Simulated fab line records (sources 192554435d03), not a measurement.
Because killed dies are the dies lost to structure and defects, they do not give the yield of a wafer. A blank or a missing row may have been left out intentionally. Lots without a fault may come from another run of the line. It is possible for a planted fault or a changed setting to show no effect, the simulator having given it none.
Split-lot experiment -- flow n5-finfet -- 39 wafers read across 7 lots, on a route 1938 steps long

## THE SPLIT
At N5_ILD0_PRECLEAN_10 (cleans in NF3:NH3, afs cycles 5, time 20 s, sublimation time 60 s), the setting time-s was moved away from the recipe's 20 s on 9 of the 39 wafers read, by -47.6% to +45.6%. This setting was run at the recipe's value on the other wafers.

The reading is taken at the split's own step.

## THE READING
SiO2_flowable_of_ILD0_FCVD_FILL_01.thk-nm (the simulator's own value, which no gauge read), in nm, at N5_ILD0_PRECLEAN_10 (cleans in NF3:NH3, afs cycles 5, time 20 s, sublimation time 60 s). The file gives no usual value for it. Across the 30 wafers here that went through the recipe, the average is 120.7 nm and the standard deviation 1.2 nm.

wafer,"tool, chamber at the split","time-s as run, s",against the recipe,"SiO2_flowable_of_ILD0_FCVD_FILL_01.thk-nm, nm",against lot-mates on the recipe
L075.1,"remote-plasma-02, 0",10.48,-47.6%,129.2,+7.7
L075.2,"remote-plasma-02, 0",20,recipe,121.6,-
L075.3,"remote-plasma-02, 0",20,recipe,121.8,-
L075.4,"remote-plasma-02, 0",10.48,-47.6%,128.8,+7.3
L075.5,"remote-plasma-02, 0",10.48,-47.6%,127.6,+6.1
L075.6,"remote-plasma-02, 0",20,recipe,121,-
L077.2,"remote-plasma-02, 0",20,recipe,122.4,-
L077.5,"remote-plasma-02, 0",20,recipe,122,-
L077.6,"remote-plasma-02, 0",20,recipe,122,-
L078.1,"remote-plasma-01, 0",20,recipe,121.4,-
L078.2,"remote-plasma-01, 0",20,recipe,120.8,-
L078.6,"remote-plasma-01, 0",20,recipe,120.8,-
L078.3,"remote-plasma-01, 0",20,recipe,121,-
L078.4,"remote-plasma-01, 0",20,recipe,122.4,-
L078.5,"remote-plasma-01, 0",20,recipe,122.2,-
L080.1,"remote-plasma-02, 1",24.44,+22.2%,118.4,-2.9
L080.2,"remote-plasma-02, 1",20,recipe,120.8,-
L080.3,"remote-plasma-02, 1",24.44,+22.2%,115.8,-5.5
L080.4,"remote-plasma-02, 1",20,recipe,121.8,-
L080.5,"remote-plasma-02, 1",24.44,+22.2%,117.2,-4.1
L080.6,"remote-plasma-02, 1",20,recipe,121.4,-
L088.1,"remote-plasma-01, 0",29.13,+45.6%,113.4,-7.4
L088.2,"remote-plasma-01, 0",20,recipe,121.8,-
L088.3,"remote-plasma-01, 0",20,recipe,119.4,-
L088.4,"remote-plasma-01, 0",29.13,+45.6%,114,-6.8
L088.5,"remote-plasma-01, 0",29.13,+45.6%,114.8,-6.0
L088.6,"remote-plasma-01, 0",20,recipe,121.2,-
L090.1,"remote-plasma-02, 0",20,recipe,118.8,-
L090.2,"remote-plasma-02, 0",20,recipe,120,-
L090.3,"remote-plasma-02, 0",20,recipe,119.4,-
L090.4,"remote-plasma-02, 0",20,recipe,119.8,-
L090.5,"remote-plasma-02, 0",20,recipe,120.2,-
L090.6,"remote-plasma-02, 0",20,recipe,119,-
L096.1,"remote-plasma-01, 0",20,recipe,118.6,-
L096.3,"remote-plasma-01, 0",20,recipe,118.6,-
L096.2,"remote-plasma-01, 0",20,recipe,121,-
L096.4,"remote-plasma-01, 0",20,recipe,119,-
L096.5,"remote-plasma-01, 0",20,recipe,119.8,-
L096.6,"remote-plasma-01, 0",20,recipe,120,-

THE FIT
A straight line over all 39 wafers: SiO2_flowable_of_ILD0_FCVD_FILL_01.thk-nm changes by -0.156 nm for each +1% of time-s; r = -0.94; the points scatter about the line by 1.1 nm.
The same after taking each lot's own level away (the mean of its wafers on the recipe; 39 wafers): -0.152 nm for each +1%; r = -0.97; scatter 0.74 nm.
Per that fit: largest time-s move, reading shift of 7.2 nm.
The lots' own levels span 119.50 to 122.13 nm, that is 2.2 times the standard deviation above.
The two slopes agree, so the slope changes little with the lot-to-lot level.
Check: with one of the wafers moved furthest among these (-47.6%) left out of the fit, the line predicts +7.04 nm for it against its lot-mates. It came out at +7.73 nm against them.

## OTHER SPLITS ON THESE WAFERS
Before the reading, these wafers also passed through other splits. Each is held against what the fit with the lots' levels taken away leaves over:
other split on the same wafers,wafers away from the commonest value,r with SiO2_flowable_of_ILD0_FCVD_FILL_01.thk-nm (lot level and that fit taken away)
N5_ZERO_LAYER_ETCH_18 target-depth-a,15,-0.06

## FILE'S OWN FIT
SiO2_flowable_of_ILD0_FCVD_FILL_01.thk-nm changes by -0.152 nm for each +1% of time-s, r = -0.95.
